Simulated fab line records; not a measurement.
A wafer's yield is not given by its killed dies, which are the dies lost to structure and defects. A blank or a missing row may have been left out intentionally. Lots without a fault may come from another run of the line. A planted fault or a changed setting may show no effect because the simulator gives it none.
Struck lot and sound lot, side by side / flow n5Finfet / 15 out of 1938 route steps
Sound: these wafers, L581.1, L581.3, L581.4. Struck: wafers L592.4, L592.6 (left out: L592.1, a lot-mate that was not struck); the cause follows at the end.
At each step with rows: each side's tool, then ch and its chambers, then its first start. Under that, the readings that differ: sound wafers / struck wafers / difference of the means / sigmas: that difference in standard deviations of wafers without a fault.
alike: a reading whose means differ by less than 2 such deviations, as well as words and numbers matching on both sides. not compared: withheld readings; readings where some wafer has no value; bounds like >300 that might hide an equal value; numbers whose values overlap and for which the record gives no deviation.
Wherever a step has rows on one side only, a row that says differs or no value, or a row with sigmas, the two part there. Non-overlapping numbers with no deviation appear without sigmas and do not part them. Lack of a reading on every wafer of one side parts them only where that side has two or more wafers.

N5_BEOL_M11_OCD_MEAS_38:
  struck on ocd-01, day 13 18:28; sound on ocd-01, day 11 02:11
  alike: trenchDepthNm
then, 4 steps without rows for these wafers: N5_BEOL_M11_HM_STRIP_39 (strips TiN in peroxide tin strip, target depth 25 nm, time 158 s); N5_BEOL_M11_SRD_40 (time 30 s); N5_BEOL_M11_PRECLEAN_42 (cleans in residue remover, time 60 s); N5_BEOL_M11_SRD_43 (time 30 s).
N5_BEOL_M11_CD_MEAS_35: the cd target is 70 nm.
  struck on cdSem-02, day 13 18:38; sound on cdSem-01, day 11 02:20
  alike: cdNm
N5_BEOL_M11_CURE_72: cures SiCOH lowk, time 120 s.
  sound on uvCure-02 ch 1, day 11 02:23; struck on uvCure-02 ch 2, day 13 18:40
  alike: lampPowerPct, wafer_temp_C_max
N5_BEOL_M11_DEGAS_44: time 60 s.
  struck on pvdSputter-01, day 13 20:26; sound on pvdSputter-02, day 11 02:55
  alike: heaterPowerW
N5_BEOL_M11_PRE_CLEAN_45: time 30 s.
  struck on pvdSputter-01, day 13 20:29; sound on pvdSputter-02, day 11 02:57
  alike: heaterPowerW
N5_BEOL_M11_ALD_74: deposits TaN, target thk 2 nm, pulse time 2 s, purge time 3 s.
  sound on aldMetal-03 ch 0,1,3, day 11 03:01; struck on aldMetal-03 ch 0,1, day 13 20:41
  alike: chamberPressureTorr, heaterPowerW, precursorVesselPressureTorr
N5_BEOL_M11_SURFACE_TREAT_76:
  struck on pvdSputter-02, day 13 21:41; sound on pvdSputter-02, day 11 03:19
  not compared: throttleValvePct
then, 1 step without rows for these wafers: N5_BEOL_M11_CVD_75 (deposits Co from CCTBA/H2, target thk 2 nm, time 138.9 s).
N5_BEOL_M11_SPUTTER_48: material Cu, target thk 12 nm, time 2 s.
  struck on pvdSputter-02, day 13 21:55; sound on pvdSputter-02, day 11 03:55
reading=cathodeDcPowerW (W); sound=26004 25996 26000; struck=23408 23408; difference=-2592; sigmas=-99 or more
  alike: throttleValvePct
then, 1 step without rows for these wafers: N5_BEOL_M11_ECD_50 (material Cu, target thk 318 nm).
N5_PASSIVATION_PROBE_49:
  rows exist in the record for the struck wafers here (prober-01, day 15 14:24), but not for the sound ones

## WHERE THEY PART
Earliest at N5_BEOL_M11_SPUTTER_48; latest, in this record, at N5_PASSIVATION_PROBE_49.

WHY: the cause the simulator had injected
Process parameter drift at N5_BEOL_M11_SPUTTER_48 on pvdSputter-02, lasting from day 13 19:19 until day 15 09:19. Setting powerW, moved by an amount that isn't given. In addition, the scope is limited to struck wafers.
